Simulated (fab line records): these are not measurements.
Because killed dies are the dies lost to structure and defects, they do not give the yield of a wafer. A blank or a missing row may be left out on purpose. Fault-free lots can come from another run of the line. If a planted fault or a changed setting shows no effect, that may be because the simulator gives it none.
A lot that was struck, set against a sound lot    flow nand_harc    21 steps out of a route of 1302
Sound: the wafers L689.3, L689.4, L689.5. Struck: wafers L700.4, L700.5, L700.6. Last of all comes the cause.
Order at every step that has rows: each side's tool, ch and its chambers, its first start. Under that, the readings that differ: sound wafers    struck wafers    difference of the means    sigmas: that difference in standard deviations of wafers without a fault.
alike: a reading whose means differ by less than 2 such deviations, as well as words and numbers matching on both sides. not compared: withheld readings; readings where some wafer has no value; bounds like >300 that might hide an equal value; numbers whose values overlap and for which the record gives no deviation.
The two part at a step that has a row with sigmas, a row that says differs or no value, or rows on one side only. When numbers do not overlap yet have no deviation, they are printed without sigmas and do not part them. A reading that every wafer of one side lacks parts them only if that side has two wafers or more.

NHARC_P_CONTACT_CMP_24: polishes, t overpolish 30 s, target thk 200 nm.
  sound on cmp-01 ch 1,2, day 7 11:46; struck on cmp-02 ch 0,1, day 12 03:38
  alike: edge_zone_pressure_frac, motor_current_A, overpolish_run_s, time_to_endpoint_s
next, for these wafers, 1 step has no rows: NHARC_P_CONTACT_SRD_26.
NHARC_P_CONTACT_INSPECT_27:
  sound on defect_inspect-02, day 7 12:09; struck on defect_inspect-02, day 12 04:01
  alike: raw_defect_count
then, 8 steps without rows for these wafers: NHARC_P_M0_DEP_00 (deposits SiOC, target thk 150 nm); NHARC_P_M0_DEHYDRATE_01 (time 120 s); NHARC_P_M0_HMDS_02 (time 30 s); NHARC_P_M0_COAT_33 (time 65 s); NHARC_P_M0_COAT_03 (resist thk 90 nm); NHARC_P_M0_SOFTBAKE_04 (time 55 s); NHARC_P_M0_EBR_05; NHARC_P_M0_EXPOSE_06 (exposes mask P M0, target cd 90 nm).
NHARC_P_M0_PEB_07: peb time 65 s.
  sound on litho_track-06 ch 0, day 7 12:58; struck on litho_track-06 ch 0, day 12 04:53
reading                   sound                 struck                difference  sigmas
heater_power_total_W (W)  156.8 156.8 156.2     161.4 161.4 162.0     +5.0        +12
plate_temp_C (C)          100.03 100.05 100.13  102.61 102.57 102.41  +2.46       +16
then, 1 step without rows for these wafers: NHARC_P_M0_DEVELOP_08 (develop time 35 s).
NHARC_P_M0_CD_MEAS_09 targets a cd of 90 nm.
  sound on cd_sem-01 ch 0, day 7 13:03; struck on cd_sem-03 ch 0, day 12 04:58
reading     sound           struck          difference  sigmas
cd_nm (nm)  90.6 91.0 90.3  97.9 98.5 98.8  +7.8        +13
NHARC_P_M0_OVL_MEAS_10: pitch 180 nm.
  sound on overlay-01, day 7 13:08; struck on overlay-02, day 12 05:02
  alike: overlay_x_nm, overlay_y_nm
NHARC_P_M0_INSPECT_11:
  sound on defect_inspect-02, day 7 13:10; struck on defect_inspect-02, day 12 05:05
  alike: raw_defect_count
NHARC_P_M0_DESCUM_14: chemistry O2, time 3 s.
  sound on rie_diel-08 ch 0,1,2, day 7 13:15; struck on rie_diel-08 ch 2,3, day 12 05:08
reading                sound              struck            difference  sigmas
model.P_M0.cd_nm (nm)  90.53 90.58 89.74  98.05 98.7 99.25  +8.38       
  alike: drypump_motor_current_A, oes_product_au, rf_vpp_V, showerhead_plenum_p_Torr, throttle_valve_pct
  not compared: rf_hours_counter_h
NHARC_P_M0_ETCH_34: etches the open film in N2/H2, target depth 40 nm, overetch 12 nm, time 43.94 s.
  sound on rie_diel-08 ch 1,3, day 7 13:20; struck on rie_diel-08 ch 0,1,2, day 12 05:14
  alike: drypump_motor_current_A, h2_flow_sccm, oes_product_au, rf_vpp_V, showerhead_plenum_p_Torr, throttle_valve_pct
  not compared: rf_hours_counter_h
NHARC_P_M0_ETCH_15: etches the open film in C4F8/Ar, target depth 150 nm, overetch 15 nm, time 82.5 s.
  sound on rie_diel-08 ch 0,1,2; struck on rie_diel-08 ch 1,2
reading                sound              struck             difference  sigmas
model.P_M0.cd_nm (nm)  90.84 90.15 89.32  98.49 99.17 98.88  +8.74       
  alike: oes_product_au, rf_vpp_V
  not compared: rf_hours_counter_h
NHARC_P_M0_CD_MEAS_16:
  sound on cd_sem-02, day 7 13:32; struck on cd_sem-01, day 12 05:33
reading     sound           struck          difference  sigmas
cd_nm (nm)  90.9 90.0 89.5  98.5 99.2 99.2  +8.8        +11
-- record jumps: 19 days between struck wafers' starts before vs after; left off in module P_M0, resumes in module END, first step shown is number 1302 of the route --
NHARC_END_SORT_01:
  sound on prober-01 ch 0, day 25 08:41; struck on prober-02 ch 0, day 31 04:57
reading                   sound           struck          difference  sigmas
defect_limited_yield (%)  86.7 88.0 91.4  94.4 95.9 96.6  +6.9        +2
killed_at_array           88 76 49        33 24 19        -46         -2
killed_dies               90 81 58        38 28 23        -47         -2
sort_bin_2_pct (%)        5.2 4.6 3.2     1.3 1.0 1.2     -3.2        -3
sort_bin_3_pct (%)        1.6 1.3 1.0     0.1 0.3 0.3     -1.1        -3
sort_n_pass               587 596 619     639 649 654     +47         +2
sort_yield_pct (%)        86.7 88.0 91.4  94.4 95.9 96.6  +6.9        +2
  alike: killed_at_other, killed_at_periphery, killed_open, killed_short, sort_bin_4_pct, sort_rim_yield_pct

== WHERE THEY PART ==
Last at NHARC_END_SORT_01 as far as this record goes, first at NHARC_P_M0_PEB_07.

WHY: whatever the simulator had introduced
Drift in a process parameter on litho_track-06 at NHARC_P_M0_PEB_07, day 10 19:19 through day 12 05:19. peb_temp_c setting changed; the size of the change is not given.
